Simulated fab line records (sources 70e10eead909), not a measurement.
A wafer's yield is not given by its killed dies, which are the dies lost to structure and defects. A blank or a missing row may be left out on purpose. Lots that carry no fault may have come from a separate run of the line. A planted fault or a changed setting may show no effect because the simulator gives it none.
Chamber matching ; flow nandHarc ; rieDiel-06 running NHARC_A_SLIT_ETCH_29: 4 sister chambers
The step etches the open film in CF4/O2, target depth 100 nm, overetch 10 nm, time 55 s. 8 wafers are shown with their chamber, then 7 later ones without.

## EACH WAFER AND ITS CHAMBER
wafer;chamber;drypumpMotorCurrentA (A);rfVppV (V)
L946.3;3;5.8;199.1
L946.5;1;5.6;195.1
L949.4;0;5.4;195.5
L954.1;2;5.8;198.4
L954.5;3;5.7;198.6
L954.6;0;5.4;197.0
L958.3;2;5.8;199.0
L958.4;1;5.6;194.1

## WAFERS WHOSE CHAMBER IS MISSING
wafer;drypumpMotorCurrentA (A);rfVppV (V)
L958.5;5.8;199.2
L957.1;5.6;196.6
L957.2;5.4;195.2
L957.3;5.8;199.3
L967.1;5.4;196.0
L967.3;5.8;198.2
L967.5;5.7;196.6

## THE CHAMBER EACH PASSED THROUGH
wafer;from the rows above;in truth
L958.5;can't be placed: 2 or 3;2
L957.1;1;1
L957.2;0;0
L957.3;can't be placed: 2 or 3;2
L967.1;0;0
L967.3;can't be placed: 2 or 3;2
L967.5;can't be placed: 3 or 1 or 2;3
3 of 7 placed correctly. Cannot be placed on the basis of these rows: 4; the candidates contain the true chamber in 4. Number placed wrongly: 0.
How it was worked out, from the rows above alone: a wafer's distance from a chamber is the root of the sum, over the readings, of the square of ((its reading less the chamber's mean) divided by the reading's scatter). If the next closest chamber is less than 2 further off than the closest, the wafer can't be placed; otherwise it belongs to the closest. A chamber's mean is the mean of its shown wafers. The scatter: take each reading less its chamber's mean, square it, sum over the shown wafers, divide by the number of wafers less the number of chambers, and take the root.
